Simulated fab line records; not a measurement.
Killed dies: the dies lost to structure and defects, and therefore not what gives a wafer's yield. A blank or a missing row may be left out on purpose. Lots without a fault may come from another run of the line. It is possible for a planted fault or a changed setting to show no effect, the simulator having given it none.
fab line records | flow n5_finfet
record: lots: 14 wafers: 42 last_day: 18
route steps=1938 shown DUMMY_GATE@240 SD_EPI_N@268 BEOL_M4@1111
lots that met no fault: taken from a fault-free run of the same line
start_h: the number of hours between the record's first day and the start of the first shown wafer of the lot | wait_h: hours elapsed since this lot's preceding step | " the same as in the row above | L1.1+2: a row that stands for several wafers | - either no value or no given start | * or withheld: withheld | < > ~ a bound
route shown NAME@n: NAME is a module with steps in the file, n the number in the route of the first one | usual: the fault-free wafers' mean and standard deviation | same: alike in all rows | chamber/n: place in a boat | sites: readings site by site | _std_site: their standard deviation | _edge_site: the outer-site mean with the inner-site mean subtracted | radius_mm: for every site, how far away it sits from the centre of the wafer | mask NAME#n: copy n | behind: the last tool/chamber to shape the wafer | hold: why the lot went on hold/how many hours it stayed there/how the hold came to an end | device: whichever transistor did not switch (one of n, p or np) | end of line: the same wafers' tests at the end of the route | step lacking rows: just its recipe | killed: the dies lost at the first sort to structure and to defects; this is not the yield of the wafer | map: per-die view of a wafer (x killed, . not killed, _ where there is no die)
set.NAME: the setting that was run; set.NAME@STEP: the one run at that earlier step | model.NAME: the simulator's own value behind a step, which no gauge read
one table for each step of the route and one row for each wafer, over a sample of lots
services: from which hour (start_h, from the record's first day; less than 0 if before it) a tool's chamber was out of use, for how many hours, and why
== steps ==
step: N5_DUMMY_GATE_TRIM_49
recipe: chemistry: O2 resist: SOC time_s: 29 target_cd_nm: 14 source_power_w: 300 bias_power_w: 0 O2_flow_sccm: 100 temp_c: 20
usual: drypump_motor_current_A: 5.7/0.46 oes_product_au: 0.985/0.016 throttle_valve_pct: 8.17/0.18
columns lot.wafer tool chamber start_h wait_h drypump_motor_current_A oes_product_au rf_hours_counter_h throttle_valve_pct
L859.2 rie_si-06 0 53.65 0.0 5.9 0.954 161 8.07
L859.5 " 1 " " 6.3 0.991 - 8.34
L859.6 " 2 " " 5.2 0.977 - 8.29
L860.1 rie_si-04 1 62.33 0.0 5.5 0.970 85 8.19
L860.4 " 2 " " 6.5 1.010 19 8.10
L860.6 " 1 " " 5.5 0.970 - 8.18
L861.2 rie_si-04 0 67.18 0.0 5.5 0.958 109 8.49
L861.3 " 2 " " 6.5 0.993 19 8.10
L861.4 " 1 " " 5.5 0.960 - 8.18
L862.3 rie_si-04 2 71.04 0.0 6.5 1.006 19 8.11
L862.4 " 1 " " 5.5 0.981 - 8.19
L862.6 " 0 " " 5.5 0.979 - 8.47
L865.2 rie_si-04 3 90.20 0.0 5.6 0.996 144 8.34
L865.4 " 0 " " 5.5 0.977 110 8.49
L865.6 " 1 " " 5.5 0.987 - 8.20
L871.1 rie_si-01 0 128.90 0.0 5.0 0.978 148 8.20
L871.2 " 1 " " 5.2 0.975 10 7.79
L871.3 " 2 " " 5.7 0.948 69 8.09
L872.1 rie_si-01 1 131.79 0.0 5.2 1.000 10 7.80
L872.2 " 2 " " 5.8 0.955 69 8.07
L872.3 " 0 " " 5.0 0.987 148 8.20
L873.1 rie_si-04 3 136.63 0.0 5.6 0.984 145 8.33
L873.3 " 1 " " 5.5 0.989 87 8.20
L873.4 " 0 " " 5.5 0.983 110 8.47
L874.2 rie_si-06 3 141.09 0.0 6.2 1.007 157 8.21
L874.3 " 0 " " 5.9 0.965 163 8.07
L874.5 " 2 " " 5.2 0.988 - 8.05
L875.3 rie_si-06 3 147.25 0.0 6.3 1.009 157 8.23
L875.4 " 2 " " 5.2 0.982 1 8.03
L875.6 " 1 " " 6.3 0.990 - 8.34
L876.2 rie_si-01 2 161.00 0.0 5.8 0.953 70 8.08
L876.4 " 3 " " 5.8 0.991 35 7.92
L876.6 " 2 " " 5.8 0.956 - 8.09
L879.3 rie_si-01 3 179.33 0.0 5.8 0.997 36 7.93
L879.5 " 2 " " 5.7 0.954 - 8.10
L879.6 " 3 " " 5.8 1.005 - 7.94
L880.2 rie_si-04 2 182.72 0.0 6.5 1.004 21 8.09
L880.3 " 0 " " 5.5 0.988 111 8.50
L880.5 " 3 " " 5.6 0.991 - 8.36
L881.2 rie_si-04 3 183.35 0.0 5.6 0.983 145 8.35
L881.4 " 1 " " 5.5 0.977 88 8.21
L881.5 " 1 " " 5.5 0.986 - 8.21
step: N5_DUMMY_GATE_HM_OPEN_21
recipe: chemistry: CH3F/O2 target: SiNx target_depth_a: 1200 Ar_flow_sccm: 150 CH3F_flow_sccm: 30 O2_flow_sccm: 23 time_s: 171.4 pressure_mtorr: 30 source_w: 395 bias_w: 73 ion_energy_ev: 120.7
usual: drypump_motor_current_A: 5.9/0.46 oes_product_au: 0.76/0.058 rf_vpp_V: 299/9.4 showerhead_plenum_p_Torr: 2.02/0.08 throttle_valve_pct: 16.58/0.27
columns lot.wafer tool chamber start_h wait_h drypump_motor_current_A oes_product_au rf_hours_counter_h rf_vpp_V showerhead_plenum_p_Torr throttle_valve_pct
L859.2 rie_diel-01 2 53.93 0.0 5.4 0.75 146 303 2.11 16.54
L859.5 " 0 " " 5.5 0.72 - 291 2.02 16.74
L859.6 " 3 " " 5.4 0.80 - 297 2.04 16.71
L860.1 rie_diel-01 1 62.65 0.0 5.5 0.72 215 295 2.09 16.88
L860.4 " 3 " " 5.4 0.80 102 297 2.04 16.71
L860.6 " 2 " " 5.4 0.75 - 305 2.11 16.54
L861.2 rie_diel-03 1 67.53 0.0 6.8 0.71 168 295 1.94 16.77
L861.3 " 3 " " 5.8 0.82 76 295 1.98 16.19
L861.4 " 0 " " 5.7 0.79 119 305 2.11 16.74
L862.3 rie_diel-01 3 71.37 0.0 5.4 0.79 104 295 2.04 16.71
L862.4 " 2 " " 5.4 0.75 151 303 2.11 16.55
L862.6 " 3 " " 5.4 0.79 - 297 2.04 16.71
L865.2 rie_diel-03 2 90.49 0.0 6.2 0.70 173 320 2.09 16.58
L865.4 " 3 " " 5.8 0.80 82 295 1.98 16.19
L865.6 " 2 " " 6.2 0.70 - 321 2.09 16.59
L871.1 rie_diel-06 2 129.18 0.0 5.6 0.71 229 301 2.00 17.02
L871.2 " 1 " " 6.5 0.90 21 304 2.15 16.37
L871.3 " 3 " " 5.9 0.79 111 284 1.88 16.20
L872.1 rie_diel-06 0 132.08 0.0 6.5 0.76 170 286 1.94 16.21
L872.2 " 2 " " 5.6 0.71 230 301 2.00 17.01
L872.3 " 3 " " 5.8 0.80 112 283 1.88 16.19
L873.1 rie_diel-01 2 137.15 0.0 5.4 0.72 169 304 2.10 16.58
L873.3 " 0 " " 5.5 0.71 207 291 2.02 16.76
L873.4 " 1 " " 5.5 0.71 238 295 2.08 16.90
L874.2 rie_diel-03 0 141.45 0.0 5.7 0.75 141 305 2.10 16.77
L874.3 " 1 " " 6.8 0.69 190 294 1.93 16.81
L874.5 " 1 " " 6.8 0.69 - 294 1.93 16.81
L875.3 rie_diel-06 0 147.56 0.0 6.5 0.76 175 288 1.93 16.23
L875.4 " 1 " " 6.5 0.89 26 301 2.15 16.39
L875.6 " 3 " " 5.9 0.79 - 286 1.88 16.21
L876.2 rie_diel-03 0 161.29 0.0 5.8 0.75 148 304 2.10 16.78
L876.4 " 0 " " 5.8 0.76 - 306 2.10 16.78
L876.6 " 2 " " 6.2 0.69 - 320 2.08 16.63
L879.3 rie_diel-03 1 179.61 0.0 6.8 0.69 196 295 1.93 16.83
L879.5 " 2 " " 6.2 0.68 - 320 2.08 16.63
L879.6 " 1 " " 6.8 0.69 - 294 1.93 16.82
L880.2 rie_diel-06 0 183.00 0.0 6.5 0.74 184 287 1.93 16.24
L880.3 " 1 " " 6.5 0.88 34 302 2.15 16.39
L880.5 " 0 " " 6.5 0.74 - 287 1.93 16.23
L881.2 rie_diel-06 2 183.68 0.0 5.6 0.70 246 302 1.99 17.08
L881.4 " 1 " " 6.5 0.87 35 301 2.15 16.40
L881.5 " 3 " " 5.9 0.77 - 284 1.87 16.20
step: N5_DUMMY_GATE_ETCH_23
recipe: chemistry: HBr/Cl2/O2 HBr_flow_sccm: 150 Cl2_flow_sccm: 80 O2_flow_sccm: 12 bias_w: 102 target_depth_a: 410 time_s: 22.3 target: poly-Si mask_material: SiO2 pressure_mtorr: 10 icp_w: 800
usual: drypump_motor_current_A: 5.7/0.46 oes_product_au: 0.982/0.019 throttle_valve_pct: 37.4/0.36
columns lot.wafer tool chamber start_h wait_h drypump_motor_current_A oes_product_au rf_hours_counter_h throttle_valve_pct
L859.2 rie_si-01 2 54.13 0.0 5.7 0.973 68 37.0
L859.5 " 1 " " 5.2 0.997 - 37.0
L859.6 " 0 " " 5.0 0.984 - 37.1
L860.1 rie_si-06 1 62.84 0.0 6.4 0.990 44 38.0
L860.4 " 3 " " 6.2 1.019 - 37.8
L860.6 " 1 " " 6.4 0.992 - 38.0
L861.2 rie_si-06 3 67.73 0.0 6.2 1.022 155 37.8
L861.3 " 1 " " 6.4 0.990 44 38.0
L861.4 " 0 " " 5.9 0.947 - 37.1
L862.3 rie_si-04 2 71.57 0.0 6.6 1.009 20 38.0
L862.4 " 2 " " 6.5 1.006 - 38.0
L862.6 " 1 " " 5.5 0.954 - 37.0
L865.2 rie_si-04 0 90.68 0.0 5.5 0.984 110 37.4
L865.4 " 1 " " 5.5 0.960 86 37.0
L865.6 " 3 " " 5.6 0.979 - 37.3
L871.1 rie_si-01 3 129.37 0.0 5.8 0.968 35 37.6
L871.2 " 0 " " 5.0 0.976 148 37.1
L871.3 " 1 " " 5.2 0.985 10 37.0
L872.1 rie_si-06 1 132.27 0.0 6.3 0.998 46 38.0
L872.2 " 3 " " 6.2 1.030 157 37.8
L872.3 " 0 " " 5.9 0.946 163 37.1
L873.1 rie_si-04 3 137.34 0.0 5.7 0.981 145 37.4
L873.3 " 0 " " 5.5 1.000 110 37.4
L873.4 " 1 " " 5.5 0.966 87 37.0
L874.2 rie_si-04 0 141.65 0.0 5.5 0.985 111 37.4
L874.3 " 3 " " 5.6 0.984 145 37.3
L874.5 " 3 " " 5.6 0.977 - 37.3
L875.3 rie_si-01 0 147.75 0.0 5.0 0.988 149 37.1
L875.4 " 2 " " 5.7 0.960 69 37.0
L875.6 " 2 " " 5.8 0.958 - 37.0
L876.2 rie_si-01 3 161.48 0.0 5.8 0.971 35 37.6
L876.4 " 0 " " 5.0 0.992 149 37.1
L876.6 " 3 " " 5.8 0.971 - 37.6
L879.3 rie_si-06 2 179.81 0.0 5.2 0.994 2 37.4
L879.5 " 1 " " 6.3 1.003 - 38.0
L879.6 " 2 " " 5.2 0.990 - 37.4
L880.2 rie_si-01 2 183.20 0.0 5.7 0.956 70 37.0
L880.3 " 0 " " 5.0 0.989 149 37.1
L880.5 " 0 " " 5.0 1.001 - 37.1
L881.2 rie_si-01 2 183.87 0.0 5.7 0.949 70 37.0
L881.4 " 1 " " 5.2 0.983 11 37.0
L881.5 " 0 " " 5.0 0.991 - 37.1
step: N5_SD_EPI_N_PEB_07
recipe: peb_temp_c: 110 peb_time_s: 60 resist: CAR-ArF-block
usual: heater_power_total_W: 175.1/1.6
columns lot.wafer tool chamber start_h wait_h heater_power_total_W
L859.2 litho_track-01 0 55.67 0.0 175.9
L859.5 " 0 " " 177.4
L859.6 " 0 " " 175.5
L860.1 litho_track-01 0 64.51 0.1 177.4
L860.4 " 0 " " 176.3
L860.6 " 0 " " 176.9
L861.2 litho_track-04 0 70.42 0.0 175.4
L861.3 " 0 " " 175.0
L861.4 " 0 " " 176.4
L862.3 litho_track-03 0 72.97 0.0 175.2
L862.4 " 0 " " 176.5
L862.6 " 0 " " 174.0
L865.2 litho_track-04 0 95.16 0.0 177.1
L865.4 " 0 " " 177.3
L865.6 " 0 " " 173.8
L871.1 litho_track-01 0 130.82 0.1 367.6
L871.2 " 0 " " 368.1
L871.3 " 0 " " 371.4
L872.1 litho_track-01 0 133.71 0.1 373.1
L872.2 " 0 " " 364.6
L872.3 " 0 " " 364.5
L873.1 litho_track-04 0 138.61 0.1 175.1
L873.3 " 0 " " 175.7
L873.4 " 0 " " 172.9
L874.2 litho_track-03 0 143.19 0.0 176.4
L874.3 " 0 " " 175.9
L874.5 " 0 " " 176.9
L875.3 litho_track-03 0 149.02 0.0 173.2
L875.4 " 0 " " 177.2
L875.6 " 0 " " 173.5
L876.2 litho_track-03 0 162.87 0.0 173.7
L876.4 " 0 " " 177.3
L876.6 " 0 " " 174.1
L879.3 litho_track-03 0 182.42 0.0 173.0
L879.5 " 0 " " 177.5
L879.6 " 0 " " 175.9
L880.2 litho_track-04 0 184.59 0.0 177.3
L880.3 " 0 " " 177.5
L880.5 " 0 " " 174.4
L881.2 litho_track-03 0 187.17 0.0 173.9
L881.4 " 0 " " 177.1
L881.5 " 0 " " 177.4
step: N5_SD_EPI_N_CD_MEAS_09
recipe: target_cd_nm: 120 landing_energy_ev: 500 detector: se_inlens
usual: cd_nm: 119.2/1.2
columns lot.wafer tool chamber start_h wait_h cd_nm
L859.2 cd_sem-03 0 55.74 - 119.4
L859.5 " 0 " " 118.8
L859.6 " 0 " " 119.9
L860.1 cd_sem-02 0 64.58 - 119.8
L860.4 " 0 " " 120.1
L860.6 " 0 " " 120.0
L861.2 cd_sem-02 0 70.49 - 120.5
L861.3 " 0 " " 123.1
L861.4 " 0 " " 121.4
L862.3 cd_sem-01 0 73.03 - 118.3
L862.4 " 0 " " 117.7
L862.6 " 0 " " 119.1
L865.2 cd_sem-02 0 95.22 - 121.5
L865.4 " 0 " " 119.9
L865.6 " 0 " " 120.9
L871.1 cd_sem-02 0 130.88 - 60.0
L871.2 " 0 " " 62.0
L871.3 " 0 " " 61.3
L872.1 cd_sem-03 0 133.78 - 68.6
L872.2 " 0 " " 68.0
L872.3 " 0 " " 67.7
L873.1 cd_sem-01 0 138.68 - 120.6
L873.3 " 0 " " 120.1
L873.4 " 0 " " 120.2
L874.2 cd_sem-02 0 143.26 - 118.1
L874.3 " 0 " " 117.7
L874.5 " 0 " " 118.3
L875.3 cd_sem-01 0 149.08 - 117.8
L875.4 " 0 " " 118.0
L875.6 " 0 " " 117.2
L876.2 cd_sem-01 0 162.93 - 118.3
L876.4 " 0 " " 117.1
L876.6 " 0 " " 118.6
L879.3 cd_sem-01 0 182.49 - 119.3
L879.5 " 0 " " 118.0
L879.6 " 0 " " 119.1
L880.2 cd_sem-03 0 184.65 - 120.9
L880.3 " 0 " " 121.6
L880.5 " 0 " " 118.9
L881.2 cd_sem-01 0 187.24 - 117.6
L881.4 " 0 " " 118.1
L881.5 " 0 " " 119.2
step: N5_BEOL_M4_RC_MEAS_101
usual: DIBL_N: 36.4/2 DIBL_P: 36.1/2.5 IOFF_N: 0.16/0.037 IOFF_P: 0.20/0.038 ION_N: 670/13 ION_P: 459/8.3 SS_N: 71.6/0.69 SS_P: 73.3/0.72 VT_N: 250/3.4 VT_P: -251/3.1
columns lot.wafer tool chamber start_h wait_h DIBL_N[mV/V] DIBL_P[mV/V] IOFF_N[nA/um] IOFF_P[nA/um] ION_N[uA/um] ION_P[uA/um] SS_N[mV/dec] SS_P[mV/dec] VT_N[mV] VT_P[mV]
L860.1 prober-01 0 174.66 0.0 35.9 36.2 0.15 0.18 662 449 71.2 73.6 251 -252
L860.4 " 0 " " 36.8 37.7 0.17 0.21 678 462 71.3 73.8 250 -249
L860.6 " 0 " " 33.4 33.5 0.12 0.15 659 454 70.8 73.1 251 -253
L859.2 prober-02 0 177.38 0.2 39.1 41.0 0.19 0.25 673 457 72.4 73.9 251 -250
L859.5 " 0 " " 42.8 44.9 0.27 0.32 691 466 72.8 75.0 246 -248
L859.6 " 0 " " 39.8 39.7 0.20 0.21 665 449 72.5 73.8 248 -252
L861.2 prober-01 0 179.75 0.2 34.5 33.9 0.12 0.16 665 454 71.7 72.6 255 -255
L861.3 " 0 " " 36.0 36.7 0.16 0.21 681 467 72.5 72.8 247 -249
L861.4 " 0 " " 32.3 32.2 0.10 0.14 654 457 70.5 71.8 256 -255
L862.3 prober-01 0 190.24 0.3 34.4 35.5 0.13 0.21 640 448 71.0 73.1 254 -250
L862.4 " 0 " " 32.4 31.9 0.10 0.16 650 450 69.9 72.2 256 -253
L862.6 " 0 " " 35.2 36.7 0.15 0.22 673 462 70.7 72.9 248 -248
L865.2 prober-01 0 200.82 0.2 39.1 39.1 0.22 0.26 677 466 72.4 74.1 244 -248
L865.4 " 0 " " 37.8 37.3 0.18 0.23 688 466 71.4 74.0 250 -249
L865.6 " 0 " " 33.6 33.6 0.12 0.18 665 458 70.8 73.1 250 -251
L873.1 prober-02 0 250.97 0.0 39.1 39.9 0.23 0.28 689 468 72.3 74.1 244 -245
L873.3 " 0 " " 34.5 33.9 0.13 0.17 662 451 71.2 72.6 250 -253
L873.4 " 0 " " 38.9 38.1 0.21 0.23 670 459 72.5 73.4 247 -250
L875.3 prober-02 0 271.31 0.3 37.8 36.1 0.15 0.22 676 467 72.1 73.2 249 -249
L875.4 " 0 " " 38.4 36.1 0.17 0.22 679 465 72.0 73.1 250 -248
L875.6 " 0 " " 37.0 35.6 0.15 0.22 685 476 71.7 73.2 249 -250
L874.2 prober-01 0 279.39 0.2 38.5 37.5 0.20 0.24 675 458 72.3 73.6 247 -248
L874.3 " 0 " " 34.5 32.4 0.12 0.15 657 453 70.6 73.1 256 -257
L874.5 " 0 " " 37.0 36.0 0.15 0.21 662 451 71.0 73.9 250 -251
L876.2 prober-01 0 290.48 0.2 37.0 39.0 0.17 0.27 674 469 71.6 73.9 252 -246
L876.4 " 0 " " 35.0 34.6 0.12 0.20 654 461 71.4 72.7 254 -250
L876.6 " 0 " " 35.4 36.6 0.13 0.22 661 467 71.2 73.8 253 -247
L879.3 prober-02 0 300.32 0.3 35.4 36.3 0.14 0.18 678 464 70.8 73.9 252 -254
L879.5 " 0 " " 37.1 36.9 0.15 0.18 657 441 71.9 73.3 253 -256
L879.6 " 0 " " 35.8 36.5 0.14 0.18 663 458 71.3 73.5 250 -256
L880.2 prober-01 0 304.50 0.2 36.7 36.9 0.18 0.19 676 455 71.4 74.0 246 -254
L880.3 " 0 " " 37.6 36.4 0.17 0.18 668 445 71.6 73.9 247 -255
L880.5 " 0 " " 35.3 34.9 0.13 0.17 651 452 70.8 72.3 251 -256
L881.2 prober-01 0 313.67 0.2 36.2 36.3 0.15 0.22 688 473 71.5 73.5 248 -250
L881.4 " 0 " " 37.2 37.4 0.18 0.22 674 459 72.4 74.0 249 -252
L881.5 " 0 " " 38.3 38.5 0.20 0.26 703 484 71.7 73.7 243 -248
== services ==
columns tool chamber start_h hours kind
rie_si-01 2 35.44 5.2 repair
rie_diel-06 1 38.20 - clean
rie_diel-06 1 38.20 - consumable_replace:focus_ring
rie_diel-06 1 38.20 - consumable_replace:showerhead
rie_diel-06 1 38.20 23.0 scheduled_down
rie_diel-06 1 38.20 23.0 vent_cycle
rie_si-06 2 60.06 - clean
rie_si-06 2 60.06 19.8 scheduled_down
rie_si-06 2 60.06 19.8 vent_cycle
rie_si-04 3 66.80 8.6 repair
litho_track-01 - 71.88 - consumable_replace:filter
litho_track-04 - 83.37 - consumable_replace:filter
rie_diel-01 0 90.51 8.2 repair
rie_diel-06 0 92.45 4.8 repair
rie_si-01 - 95.36 2.8 pm
litho_track-03 - 105.91 - consumable_replace:filter
rie_diel-01 0 116.14 1.5 repair
rie_diel-01 2 127.11 6.6 repair
litho_track-04 - 138.29 - consumable_replace:filter
rie_diel-03 2 140.26 5.8 repair
litho_track-01 - 145.75 - consumable_replace:filter
rie_diel-06 1 154.34 5.2 repair
rie_diel-01 1 176.55 - clean
rie_diel-01 1 176.55 - consumable_replace:focus_ring
== key ==
first_sign: step: N5_SD_EPI_N_PEB_07 reading: heater_power_total_W direction: up sigmas: 99+ usual: * struck: *
effect: step: N5_SD_EPI_N_CD_MEAS_09 reading: cd_nm direction: down sigmas: 46 usual: 119.2 struck: 64.6 through: control_loop
met_at N5_SD_EPI_N_PEB_07
struck_lots L871,L872
later_rows_left_out L871.1,L871.2,L871.3,L872.1,L872.2,L872.3
sort_left_out L871.1,L871.2,L871.3,L872.1,L872.2,L872.3
tester_left_out L871,L872
loop_trim: step: N5_SD_EPI_N_EXPOSE_06 setting: dose lots: L872
not_acting_at N5_DUMMY_GATE_TRIM_49,N5_DUMMY_GATE_HM_OPEN_21,N5_DUMMY_GATE_ETCH_23
onset_between 64.51 130.82
fault: kind: process_parameter_drift tool: litho_track-01 chamber: - onset_h: 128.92 steps: N5_SD_EPI_N_PEB_07 channel: peb_time_s offset: * shape: step end_h: 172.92 acts_in: * stated: *
tester_left_out: of these lots the tester's yield and bins aren't shown, on N5 and GAA mostly nor the transistor test; their killed dies are dies lost to structure and defects alone, not to doping, threshold or leakage, so they don't give the yield
sort_left_out: the simulated sort isn't trusted on such a fault, so these wafers' sort isn't shown, and their yield isn't known
later_rows_left_out: the simulator's readings of these wafers behind a module that went badly wrong aren't trusted and aren't shown, but for the sort
loop_trim: a control loop set the setting to another value than it would have without faults
